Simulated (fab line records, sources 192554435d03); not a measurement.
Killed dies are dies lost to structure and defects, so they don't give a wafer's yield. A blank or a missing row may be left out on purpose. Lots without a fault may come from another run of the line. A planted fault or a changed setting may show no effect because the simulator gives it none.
A struck lot beside a sound one | flow n5_finfet | 15 steps out of a route of 1938
Sound: wafers L859.2, L859.3, L859.4. Struck: wafer L861.3. (L861.4 of the same lot was not struck and is left out.) The cause comes at the end.
At each step with rows: each side's tool, then ch and its chambers, then its first start. Under that, the readings that differ: sound wafers | struck wafers | difference of the means | sigmas: that difference in standard deviations of wafers without a fault.
alike: readings whose means differ by less than 2 such deviations, and words and numbers that are the same on both sides. not compared: withheld readings, readings that some wafer has no value for, bounds like >300 that may hide the same value, and numbers for which the record gives no deviation and whose values overlap.
The two part at a step that has a row with sigmas, a row that says differs or no value, or rows on one side only. Numbers that don't overlap but have no deviation are shown without sigmas and don't part them. A reading that every wafer of one side lacks parts them only if that side has two wafers or more.

first, 6 steps without rows for these wafers: N5_MOL_CONTACT_COAG_COAT_78 (resist thk 40 nm); N5_MOL_CONTACT_COAG_EBR_80; N5_MOL_CONTACT_COAG_SOFTBAKE_79 (time 60 s); N5_MOL_CONTACT_COAG_EXPOSE_81 (exposes mask VG, defocus 0 nm); N5_MOL_CONTACT_COAG_PEB_82 (peb time 60 s); N5_MOL_CONTACT_COAG_DEVELOP_83 (develop time 30 s).
N5_MOL_CONTACT_COAG_CD_MEAS_84: target cd 25.1 nm.
  sound on cd_sem-03 ch 0, day 8 12:18; struck on cd_sem-03 ch 0, day 8 22:02
  alike: cd_nm
N5_MOL_CONTACT_COAG_OVL_MEAS_85:
  sound on overlay-01 ch 0, day 8 12:20; struck on overlay-01 ch 0, day 8 22:04
  alike: VG_OVL
N5_MOL_CONTACT_COAG_INSPECT_57: inspects for defects (brightfield).
  sound on defect_inspect-02, day 8 12:23; struck on defect_inspect-02, day 8 22:07
  alike: raw_defect_count
N5_MOL_CONTACT_COAG_DESCUM_88: chemistry O2, time 7 s.
  sound on rie_diel-06 ch 0,3, day 8 12:25; struck on rie_diel-05 ch 2, day 8 22:09
  reading                | sound             | struck | difference | sigmas
  throttle_valve_pct (%) | 20.33 20.78 20.78 | 20.11  | -0.52      | -2
  alike: drypump_motor_current_A, oes_product_au, rf_vpp_V, showerhead_plenum_p_Torr
  not compared: rf_hours_counter_h
N5_MOL_CONTACT_COAG_ETCH_89: etches underlayer in N2/H2, target depth 13 nm, time 10.4 s.
  sound on rie_diel-06 ch 0,3, day 8 12:27; struck on rie_diel-05 ch 2, day 8 22:11
  reading                | sound             | struck | difference | sigmas
  throttle_valve_pct (%) | 17.78 18.06 18.06 | 17.52  | -0.45      | -2
  alike: drypump_motor_current_A, etch_rf_on_time_s, oes_product_au, rf_vpp_V, showerhead_plenum_p_Torr
  not compared: rf_hours_counter_h
N5_MOL_CONTACT_COAG_ETCH_90: etches SiARC in CF4, target depth 13 nm, time 21.7 s.
  sound on rie_diel-06 ch 0,3, day 8 12:28; struck on rie_diel-05 ch 2, day 8 22:12
  reading                | sound             | struck | difference | sigmas
  throttle_valve_pct (%) | 15.63 15.84 15.85 | 15.35  | -0.42      | -2
  alike: drypump_motor_current_A, etch_rf_on_time_s, oes_product_au, rf_vpp_V, showerhead_plenum_p_Torr
  not compared: rf_hours_counter_h
N5_MOL_CONTACT_COAG_ALD_131: deposits SiO2, target thk 5 nm, pulse time 1 s, co reactant pulse time 1 s.
  sound on ald_sin-04 ch 1,2,3, day 8 13:52; struck on ald_sin-01 ch 2, day 8 23:08
  reading                    | sound             | struck | difference | sigmas
  ald_cycles                 | 35 35 35          | 33     | -2         |
  precursor_pulse_height_rel | 0.996 1.000 1.011 | 1.070  | +0.068     | +4
  alike: heater_power_outer_w, heater_power_w
N5_MOL_CONTACT_COAG_ETCHBACK_132: etches SiO2 in CHF3, target depth 10 nm, time 6.7 s.
  sound on rie_diel-03 ch 0,1,3, day 8 14:02; struck on rie_diel-05 ch 1, day 8 23:19
  reading                | sound          | struck | difference | sigmas
  oes_f_703_au (a.u.)    | 0.82 0.96 0.86 | 0.73   | -0.15      | -2
  oes_product_au (a.u.)  | 0.82 0.98 0.89 | 0.72   | -0.18      | -2
  rf_hours_counter_h (h) | 104 9 43       | 192    | +140       |
  alike: drypump_motor_current_A, rf_vpp_V, showerhead_plenum_p_Torr, throttle_valve_pct
-- the record jumps here: 3 days lie between the struck wafers' starts before and after (it left off in module MOL_CONTACT_COAG and takes up again in module BEOL_M4, whose first step shown is number 1111 of the route) --
N5_BEOL_M4_RC_MEAS_101:
  sound on prober-02 ch 0, day 11 07:17; struck on prober-02 ch 0, day 11 22:17
  reading       | sound          | struck | difference | sigmas
  SS_N (mV/dec) | 72.2 72.0 73.0 | 71.1   | -1.3       | -2
  alike: DIBL_N, DIBL_P, IOFF_N, IOFF_P, ION_N, ION_P, SS_P, VT_N, VT_P

WHERE THEY PART
First at N5_MOL_CONTACT_COAG_DESCUM_88; last, within this record, at N5_BEOL_M4_RC_MEAS_101.

WHY: what the simulator had put in
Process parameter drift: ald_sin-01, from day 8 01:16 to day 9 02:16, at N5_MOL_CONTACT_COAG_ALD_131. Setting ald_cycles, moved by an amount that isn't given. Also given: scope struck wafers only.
